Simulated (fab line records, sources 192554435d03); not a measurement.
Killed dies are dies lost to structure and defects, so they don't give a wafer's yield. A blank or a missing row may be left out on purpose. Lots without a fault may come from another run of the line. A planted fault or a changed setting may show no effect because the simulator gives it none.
Chamber matching | flow n5_finfet | N5_BEOL_M5_TRENCH_ETCH_37 on rie_diel-04: 4 sister chambers
The step etches SiCOH lowk in C4F6/O2, target depth 71.652 nm, time 24.7 s. 4 wafers are shown with their chamber, then 8 later ones without.

WAFERS WITH THEIR CHAMBER
wafer  | chamber | showerhead_plenum_p_Torr (Torr)
L328.4 | 1       | 2.94
L333.4 | 0       | 2.71
L333.6 | 2       | 2.84
L338.2 | 3       | 3.01

WAFERS WITHOUT THEIR CHAMBER
wafer  | showerhead_plenum_p_Torr (Torr)
L338.4 | 2.71
L338.5 | 2.84
L345.1 | 3.00
L345.4 | 3.00
L345.5 | 2.83
L347.2 | 2.83
L347.3 | 2.93
L347.5 | 2.93

WHICH CHAMBER EACH WENT THROUGH
wafer  | from the rows above | in truth
L338.4 | 0                   | 0
L338.5 | 2                   | 2
L345.1 | 3                   | 3
L345.4 | 3                   | 3
L345.5 | 2                   | 2
L347.2 | 2                   | 2
L347.3 | 1                   | 1
L347.5 | 1                   | 1
Placed correctly: 8 of 8. Can't be placed from these rows: 0. Placed wrongly: 0.
How it was worked out, from the rows above alone: a wafer's distance from a chamber is the root of the sum, over the readings, of the square of ((its reading less the chamber's mean) divided by the reading's scatter). The wafer belongs to the nearest chamber; if the next one is less than 2 further off, it can't be placed. A chamber's mean is the mean of its shown wafers. The scatter: with one shown wafer a chamber, the root of the mean of the squares of how far each hidden wafer lies from its nearest shown one.
